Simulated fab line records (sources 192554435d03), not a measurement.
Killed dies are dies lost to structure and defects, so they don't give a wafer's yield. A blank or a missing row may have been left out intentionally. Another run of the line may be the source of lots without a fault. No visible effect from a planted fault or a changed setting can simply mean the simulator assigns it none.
Which tool is to blame?    flow n5Finfet    11 lots, 29 wafers sampled, at 6 steps of a route of 1938

== WHAT EACH GAUGE READ, for each wafer ==
N5_BEOL_M4_RC_MEAS_101.
lot   measured      on         DIBL_N (mV/V)
L212  day 8 00:46   prober-01  34.7 36.7 37.3
L214  day 8 03:03   prober-01  36.7 34.2 35.7
L213  day 8 22:20   prober-02  32.4 36.0
L215  day 8 23:31   prober-02  37.9 36.7 37.4
L216  day 8 23:44   prober-01  33.9 36.1 36.2
L217  day 9 02:35   prober-02  37.0 36.6
L219  day 9 23:08   prober-02  36.9 37.3
L227  day 11 23:38  prober-02  33.3 32.8 35.4
L231  day 13 00:38  prober-01  34.3 36.1
L232  day 13 03:50  prober-01  32.4 32.4 35.7
L235  day 14 15:52  prober-01  34.9 36.2 35.0

== TOOL THAT RAN EACH LOT (tool first, then ch and the chambers of the sampled wafers, then the start) ==
lot   N5_BEOL_M2_ANNEAL_87         N5_BEOL_M2_SPUTTER_94        N5_BEOL_M2_ANNEAL_95         N5_BEOL_M2_ECD_50              N5_BEOL_M2_CMP_52
L212  pvdSputter-03, day 6 18:52   pvdSputter-03, day 6 19:40   pvdSputter-03, day 6 19:44   ecdCu-02 ch 0,1, day 6 20:00   cmp-04 ch 1,2, day 6 20:39
L214  pvdSputter-03, day 7 06:17   pvdSputter-03, day 7 07:05   pvdSputter-03, day 7 07:10   ecdCu-01 ch 0,1, day 7 07:26   cmp-02 ch 0,2,3, day 7 07:50
L213  pvdSputter-03, day 7 18:52   pvdSputter-03, day 7 19:40   pvdSputter-03, day 7 19:45   ecdCu-01 ch 0,1, day 7 20:00   cmp-02 ch 1,2, day 7 20:43
L215  pvdSputter-02, day 7 20:32   pvdSputter-02, day 7 21:20   pvdSputter-02, day 7 21:25   ecdCu-02 ch 0,1, day 7 21:40   cmp-04 ch 0,3, day 7 22:02
L216  pvdSputter-01, day 7 20:51   pvdSputter-01, day 7 21:39   pvdSputter-01, day 7 21:44   ecdCu-01 ch 0,1, day 7 21:59   cmp-02 ch 0,1,3, day 7 22:40
L217  pvdSputter-01, day 7 22:59   pvdSputter-01, day 7 23:47   pvdSputter-01, day 7 23:52   ecdCu-02 ch 0,1, day 8 00:08   cmp-02 ch 0,1, day 8 00:34
L219  pvdSputter-02, day 8 18:26   pvdSputter-02, day 8 19:14   pvdSputter-02, day 8 19:19   ecdCu-01 ch 0,1, day 8 19:34   cmp-01 ch 0,1, day 8 19:58
L227  pvdSputter-03, day 10 23:19  pvdSputter-03, day 11 00:07  pvdSputter-03, day 11 00:12  ecdCu-01 ch 0,1, day 11 00:28  cmp-01 ch 0,3, day 11 00:53
L231  pvdSputter-02, day 11 08:49  pvdSputter-02, day 11 13:23  pvdSputter-02, day 11 13:28  ecdCu-02 ch 0,1, day 11 13:49  cmp-04 ch 0,1, day 11 14:25
L232  pvdSputter-03, day 11 18:28  pvdSputter-03, day 11 19:16  pvdSputter-03, day 11 19:20  ecdCu-02 ch 0,1, day 11 19:37  cmp-04 ch 2,3, day 11 20:01
L235  pvdSputter-02, day 13 01:25  pvdSputter-02, day 13 02:13  pvdSputter-02, day 13 02:18  ecdCu-02 ch 0,1, day 13 02:34  cmp-04 ch 1,2,3, day 13 03:03
- N5_BEOL_M2_ANNEAL_87: time 240 s.
- N5_BEOL_M2_SPUTTER_94: material Cu, target thk 4.5 nm, time 8.29 s.
- N5_BEOL_M2_ANNEAL_95: time 240 s.
- N5_BEOL_M2_ECD_50: material Cu, target thk 300 nm.
- N5_BEOL_M2_CMP_52: polishes, stops on SiOC, t overpolish 6.8 s, target thk 40 nm.

== THE ANSWER, worked out from the rows above alone ==
Rule: usual is defined by the lots themselves. Put in order of their means at a reading, lots are off if they are a third of the lots or fewer, leave a main group of 4 or more, and stand apart from it by a gap of 3 or more times the standard deviation of the main group's means; of several such gaps the widest counts. The tables above print the reading to a certain number of digits; a main group whose means all agree to those digits is not used. A lot without any number at a reading at which 4 lots or more have one is off too. Where the step has rows for the other lots, those lots are counted as sound.
No lot is off at any reading shown: from this, nothing can be told.

== WHAT WAS PUT IN BY THE SIMULATOR ==
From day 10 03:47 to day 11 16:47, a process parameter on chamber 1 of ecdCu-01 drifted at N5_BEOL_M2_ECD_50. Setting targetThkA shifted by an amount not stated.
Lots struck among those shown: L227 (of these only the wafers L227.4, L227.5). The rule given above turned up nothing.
